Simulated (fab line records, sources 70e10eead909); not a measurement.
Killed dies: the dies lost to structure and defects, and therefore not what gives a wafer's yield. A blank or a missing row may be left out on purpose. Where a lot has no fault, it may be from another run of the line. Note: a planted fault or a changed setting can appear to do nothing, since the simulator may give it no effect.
fab line records | flow nand-harc
record lots=14 wafers=42 last-day=33
route steps=1302 shown P_BONDPAD@376 A_ONON_D1@426 END@1302
lots that met no fault: taken from a fault-free run of the same line
start-h: start of the lot's first displayed wafer, in hours after the record's first day | wait-h: hours since the lot's step before | " identical to the entry in the row above | L1.1+2: several wafers, shown together as one row | - no value present, or no start provided | * or withheld: withheld | < > ~ a bound
route shown NAME@n: NAME is a module with steps in the file, n the number in the route of the first one | usual: mean and standard deviation over wafers with no fault | same: alike in all rows | chamber/n: place in a boat | sites: each site's reading | _std_site: the values' standard deviation | _edge_site: outer sites' mean less inner sites' | radius-mm: for every site, how far away it sits from the centre of the wafer | mask NAME#n: copy n | behind: the most recent tool/chamber to have shaped the wafer | hold: what put the lot on hold/how long, in hours/how the hold closed | device: whichever transistor did not switch (one of n, p or np) | end of line: the route-end tests of the same wafers | a step given without rows: its recipe and nothing more | killed: not the wafer's yield, but the dies lost to structure and defects at the first sort | map: per-die view of a wafer (x killed, . not killed, _ where there is no die)
set.NAME: the run value of the setting; set.NAME@STEP: its run value at that earlier step | model.NAME: the simulator's own value behind a step, which no gauge read
the route's steps for a sample of lots (tables are steps, rows are wafers)
services: from which hour (start-h, from the record's first day; less than 0 if before it) a tool's chamber was out of use, for how many hours, and why
## steps
# step NHARC_P_BONDPAD_PVD_17
# recipe target-thk-a=50 bias-v=168.6 power-w=15000 chamber-pressure-pa=0.12 time-s=8.06 substrate-temp-c=50 material=TaN
# usual throttle-valve-pct=30.3/0.81
# columns lot.wafer tool chamber start-h wait-h throttle-valve-pct
L611.1 pvd-sputter-01 - - - 30.6
L611.6 " - " " 29.3
L611.5 " - " " 31.0
L613.2 pvd-sputter-03 - - - 30.4
L613.4 " - " " 30.8
L613.6 " - " " 28.9
L614.1 pvd-sputter-01 - - - 30.0
L614.6 " - " " 29.5
L614.5 " - " " 31.1
L615.1 pvd-sputter-01 - - - 30.6
L615.4 " - " " 29.8
L615.5 " - " " 29.6
L617.2 pvd-sputter-01 - - - 30.5
L617.1 " - " " 30.8
L617.6 " - " " 29.7
L618.1 pvd-sputter-01 - - - 30.6
L618.3 " - " " 29.8
L618.4 " - " " 30.9
L620.3 pvd-sputter-01 - - - 30.9
L620.4 " - " " 30.0
L620.5 " - " " 31.1
L622.1 pvd-sputter-02 - - - 31.3
L622.4 " - " " 31.5
L622.6 " - " " 30.9
L626.3 pvd-sputter-02 - - - 31.3
L626.4 " - " " 31.6
L626.5 " - " " 31.0
L630.3 pvd-sputter-03 - - - 29.1
L630.4 " - " " 29.4
L630.2 " - " " 30.8
L631.3 pvd-sputter-02 - - - 30.8
L631.6 " - " " 30.8
L631.5 " - " " 28.6
L632.3 pvd-sputter-01 - - - 30.2
L632.1 " - " " 31.0
L632.4 " - " " 29.9
L633.4 pvd-sputter-02 - - - 31.3
L633.6 " - " " 30.7
L633.5 " - " " 28.6
L634.4 pvd-sputter-01 - - - 30.3
L634.1 " - " " 29.7
L634.6 " - " " 31.0
# step NHARC_A_ONON_D1_DEP_03
# recipe target-thk-a=10000 n2-flow-sccm=2750 n2o-flow-sccm=2000 nh3-flow-sccm=500 sih4-flow-sccm=210 temp-c=400
# usual nh3-flow-sccm=499.6/1.4
# columns lot.wafer tool chamber start-h wait-h nh3-flow-sccm
L611.1 pecvd-onon-04 0 168.68 0.1 503.6
L611.5 " 0 " " 500.5
L611.6 " 0 " " 500.0
L613.2 pecvd-onon-02 0 182.38 0.1 498.4
L613.4 " 0 " " 501.6
L613.6 " 0 " " 499.6
L614.1 pecvd-onon-03 0 194.16 0.1 501.3
L614.5 " 0 " " 500.2
L614.6 " 0 " " 497.9
L615.1 pecvd-onon-04 0 194.30 0.2 501.4
L615.4 " 0 " " 500.2
L615.5 " 0 " " 499.8
L617.1 pecvd-onon-04 0 218.32 0.1 498.0
L617.2 " 0 " " 500.7
L617.6 " 0 " " 498.6
L618.1 pecvd-onon-04 0 235.11 0.1 499.3
L618.3 " 0 " " 500.4
L618.4 " 0 " " 501.0
L620.3 pecvd-onon-04 0 251.68 0.2 498.4
L620.4 " 0 " " 496.5
L620.5 " 0 " " 498.3
L622.1 pecvd-onon-04 0 275.88 0.1 501.3
L622.4 " 0 " " 500.5
L622.6 " 0 " " 500.6
L626.3 pecvd-onon-04 0 306.08 0.2 498.6
L626.4 " 0 " " 497.9
L626.5 " 0 " " 496.9
L630.2 pecvd-onon-03 0 348.24 0.1 498.9
L630.3 " 0 " " 498.4
L630.4 " 0 " " 500.4
L632.1 pecvd-onon-03 0 369.45 0.1 498.4
L632.3 " 0 " " 498.7
L632.4 " 0 " " 498.2
L631.3 pecvd-onon-04 0 369.57 0.2 498.1
L631.5 " 0 " " 497.1
L631.6 " 0 " " 496.3
L633.4 pecvd-onon-04 0 381.24 0.2 501.3
L633.5 " 0 " " 501.5
L633.6 " 0 " " 500.6
L634.1 pecvd-onon-02 0 393.98 0.1 498.9
L634.4 " 0 " " 498.6
L634.6 " 0 " " 499.1
# step NHARC_A_ONON_D1_THK_MEAS_05
# recipe thk-meas-gauge=ellipsometry
# usual thk-nm=999/12
# columns lot.wafer tool chamber start-h wait-h thk-nm
L611.1 film-metro-02 - 169.19 - 998
L611.5 " - " " 997
L611.6 " - " " 997
L613.2 film-metro-02 - 182.84 - 983
L613.4 " - " " 981
L613.6 " - " " 980
L614.1 film-metro-02 - 194.67 - 985
L614.5 " - " " 985
L614.6 " - " " 986
L615.1 film-metro-01 - 194.81 - 1005
L615.4 " - " " 1006
L615.5 " - " " 1006
L617.1 film-metro-01 - 218.83 - 992
L617.2 " - " " 991
L617.6 " - " " 993
L618.1 film-metro-01 - 235.62 - 989
L618.3 " - " " 986
L618.4 " - " " 987
L620.3 film-metro-01 - 252.07 - 1010
L620.4 " - " " 1009
L620.5 " - " " 1010
L622.1 film-metro-02 - 276.39 - 455
L622.4 " - " " 457
L622.6 " - " " 457
L626.3 film-metro-01 - 306.47 - 463
L626.4 " - " " 464
L626.5 " - " " 466
L630.2 film-metro-02 - 348.69 - 1004
L630.3 " - " " 1008
L630.4 " - " " 1006
L632.1 film-metro-01 - 369.96 - 1009
L632.3 " - " " 1010
L632.4 " - " " 1008
L631.3 film-metro-02 - 369.96 - 988
L631.5 " - " " 986
L631.6 " - " " 987
L633.4 film-metro-01 - 381.57 - 1004
L633.5 " - " " 1003
L633.6 " - " " 1003
L634.1 film-metro-01 - 394.49 - 992
L634.4 " - " " 992
L634.6 " - " " 993
# step NHARC_END_SORT_01
# recipe temp-c=25
# usual killed-at-array=54/16 killed-at-other=0.6/0.86 killed-at-periphery=3.8/2.6 killed-dies=58/16 killed-open=3.3/1.8 killed-short=2.7/1.7
# same gross-dies=677
# columns lot.wafer tool chamber start-h wait-h killed-at-array killed-at-other killed-at-periphery killed-dies killed-open killed-short
L622.1 prober-01 0 662.71 2.5 672 0 5 677 2 0
L622.4 prober-01 0 665.13 3.4 668 0 9 677 1 4
L622.6 prober-01 0 666.75 4.0 671 0 6 677 2 1
L626.3 prober-01 0 702.37 3.1 674 1 2 677 2 2
L626.4 prober-01 0 703.16 3.4 673 0 4 677 4 2
L626.5 prober-01 0 703.96 3.7 671 1 5 677 4 2
# killed by level:class
L622.1 A_ONON_D1:area-dep=598 A_CHANNEL_HOLE_D1:chamber-film-flake=29 A_SLIT:chamber-film-flake=18 A_CHANNEL_HOLE_D2:chamber-film-flake=14 A_CONTACT:chamber-film-flake=6 P_GATE:chamber-film-flake=3 A_BLC:chamber-film-flake=3 A_STAIRCASE:chamber-film-flake=2
L622.4 A_ONON_D1:area-dep=586 A_CHANNEL_HOLE_D1:chamber-film-flake=42 A_SLIT:chamber-film-flake=16 A_CHANNEL_HOLE_D2:chamber-film-flake=7 A_CONTACT:chamber-film-flake=5 P_GATE:chamber-film-flake=3 P_M2:chamber-film-flake=3 A_WL_FILL:chamber-film-flake=3
L622.6 A_ONON_D1:area-dep=586 A_CHANNEL_HOLE_D1:chamber-film-flake=33 A_SLIT:chamber-film-flake=19 A_CHANNEL_HOLE_D2:chamber-film-flake=15 A_BLC:chamber-film-flake=7 A_CONTACT:chamber-film-flake=4 P_GATE:chamber-film-flake=3 A_CHANNEL_FILL_D2:chamber-film-flake=2
L626.3 A_ONON_D1:area-dep=639 A_CHANNEL_HOLE_D2:chamber-film-flake=13 A_CHANNEL_HOLE_D1:chamber-film-flake=7 A_SLIT:chamber-film-flake=5 A_CHANNEL_FILL_D2:geometric-particle:open=2 P_M1:chamber-film-flake=2 A_CONTACT:chamber-film-flake=2 A_ONON_D1:geometric-particle:short=1
L626.4 A_ONON_D1:area-dep=643 A_CHANNEL_HOLE_D2:chamber-film-flake=12 A_CHANNEL_HOLE_D1:chamber-film-flake=6 A_SLIT:chamber-film-flake=5 A_SOURCE_PLATE:geometric-particle:open=2 P_STI:chamber-film-flake=2 A_DECK1_JOINT:geometric-particle:open=1 A_ONON_D2:geometric-particle:short=1
L626.5 A_ONON_D1:area-dep=628 A_CHANNEL_HOLE_D2:chamber-film-flake=14 A_CHANNEL_HOLE_D1:chamber-film-flake=10 A_CONTACT:chamber-film-flake=5 P_STI:chamber-film-flake=3 A_SLIT:chamber-film-flake=3 A_M1:chamber-film-flake=3 A_ZERO_WELL:chamber-film-flake=2
## services
# columns tool chamber start-h hours kind
pecvd-onon-04 - 130.08 13.0 pm
pvd-sputter-01 - 130.55 2.9 repair
pvd-sputter-03 - 178.60 0.6 repair
pecvd-onon-02 - 185.12 13.0 pm
pvd-sputter-03 - 189.77 0.6 repair
pecvd-onon-02 - 205.72 8.5 repair
pvd-sputter-01 - 226.00 10.0 pm
pecvd-onon-03 - 227.20 13.0 pm
pvd-sputter-01 - 262.44 5.5 repair
pvd-sputter-02 - 282.07 10.0 pm
pecvd-onon-04 - 311.08 13.0 pm
pvd-sputter-03 - 314.76 0.7 repair
pvd-sputter-03 - 346.57 1.1 repair
pvd-sputter-03 - 357.17 10.0 pm
pecvd-onon-02 - 366.12 13.0 pm
## key
first-sign step=NHARC_A_ONON_D1_THK_MEAS_05 reading=thk-nm direction=down sigmas=47 usual=999 struck=460
effect step=NHARC_END_SORT_01 reading=killed-at-array direction=up sigmas=39 usual=54 struck=672
more-kills-born-at NHARC_A_ONON_D1_DEP_03@pecvd-onon-04=3680
met-at NHARC_A_ONON_D1_DEP_03
struck-lots L622,L626
struck-wafers L622.1,L622.4,L622.6,L626.3,L626.4,L626.5
later-rows-left-out L622.1,L622.4,L622.6,L626.3,L626.4,L626.5
tester-left-out L622,L626
not-acting-at NHARC_P_BONDPAD_PVD_17
onset-between 251.68 275.88
fault kind=process-parameter-drift tool=pecvd-onon-04 chamber=0 onset-h=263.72 steps=NHARC_A_ONON_D1_DEP_03 channel=target-thk-a offset=* shape=step end-h=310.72 acts-in=* stated=*
# tester-left-out: of these lots the tester's yield and bins aren't shown, on N5 and GAA mostly nor the transistor test; their killed dies are dies lost to structure and defects alone, not to doping, threshold or leakage, so they don't give the yield
# later-rows-left-out: the simulator's readings of these wafers behind a module that went badly wrong aren't trusted and aren't shown, but for the sort
